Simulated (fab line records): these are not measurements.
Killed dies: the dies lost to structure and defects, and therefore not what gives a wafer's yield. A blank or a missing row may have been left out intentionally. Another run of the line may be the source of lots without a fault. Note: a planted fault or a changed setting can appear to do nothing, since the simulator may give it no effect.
Chamber matching	flow n5-finfet	N5_BEOL_M5_ETCH_75 on rie-diel-03: 4 sister chambers
The step etches underlayer in N2/H2, target depth 6.5 nm, time 5.2 s. 4 wafers are shown with their chamber, then 8 later ones without.

== EACH WAFER AND ITS CHAMBER ==
wafer	chamber	showerhead-plenum-p-Torr (Torr)
L076.2	3	2.67
L078.5	1	2.53
L078.6	2	2.65
L085.2	0	2.51

== WAFERS WITHOUT THEIR CHAMBER ==
wafer	showerhead-plenum-p-Torr (Torr)
L085.3	2.66
L085.4	2.52
L088.3	2.65
L088.5	2.64
L088.6	2.66
L095.1	2.50
L095.3	2.66
L095.4	2.52

== CHAMBER TAKEN BY EACH ==
wafer	from the rows above	in truth
L085.3	can't be placed: 3 or 2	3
L085.4	can't be placed: 1 or 0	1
L088.3	2	2
L088.5	2	2
L088.6	can't be placed: 3 or 2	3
L095.1	0	0
L095.3	can't be placed: 3 or 2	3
L095.4	can't be placed: 1 or 0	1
3 of 8 placed correctly. These rows do not allow placing 5 (true chamber among the candidates in 5). Placed wrongly: 0.
How it was worked out, from the rows above alone: a wafer's distance from a chamber is the root of the sum, over the readings, of the square of ((its reading less the chamber's mean) divided by the reading's scatter). If the next closest chamber is less than 2 further off than the closest, the wafer can't be placed; otherwise it belongs to the closest. The mean given for a chamber averages the wafers shown for that chamber. The scatter: root of mean squared gap, hidden wafer to nearest shown wafer, with one shown wafer a chamber.
